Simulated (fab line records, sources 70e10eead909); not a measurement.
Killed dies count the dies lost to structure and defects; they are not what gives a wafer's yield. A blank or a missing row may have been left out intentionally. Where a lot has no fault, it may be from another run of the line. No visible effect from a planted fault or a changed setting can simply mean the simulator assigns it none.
Chamber matching ; flow nand-harc ; 4 sister chambers for NHARC_A_SLIT_ETCH_24 on rie-diel-12
The step etches the open film in CF4/CHF3, target depth 121 nm, time 60.5 s. 8 wafers are shown with their chamber, then 8 later ones without.

WAFERS PAIRED WITH THEIR CHAMBERS
wafer;chamber;drypump-motor-current-A (A);rf-vpp-V (V)
L080.1;2;5.4;367.5
L080.2;3;5.7;373.0
L082.5;1;5.0;371.9
L082.6;2;5.4;367.4
L083.1;1;4.9;371.5
L083.3;3;5.7;372.6
L083.4;0;6.4;372.1
L085.3;0;6.4;373.1

WAFERS MISSING THEIR CHAMBER
wafer;drypump-motor-current-A (A);rf-vpp-V (V)
L085.4;6.4;372.4
L085.5;5.7;373.1
L089.2;4.9;371.9
L089.3;6.4;374.0
L089.6;5.7;375.1
L090.1;6.4;373.0
L090.3;5.4;366.7
L090.6;5.7;372.6

WHICH CHAMBER EACH WENT THROUGH
wafer;from the rows above;in truth
L085.4;0;0
L085.5;3;3
L089.2;1;1
L089.3;0;0
L089.6;3;3
L090.1;0;0
L090.3;2;2
L090.6;3;3
Correct placement for 8 of the 8. From these rows, 0 cannot be placed. Placed wrongly: 0.
How it was worked out, from the rows above alone: a wafer's distance from a chamber is the root of the sum, over the readings, of the square of ((its reading less the chamber's mean) divided by the reading's scatter). If the next closest chamber is less than 2 further off than the closest, the wafer can't be placed; otherwise it belongs to the closest. The mean given for a chamber averages the wafers shown for that chamber. The scatter: the root of (the sum of the squares of (reading less its chamber's mean) over the shown wafers, divided by (wafers less chambers)).
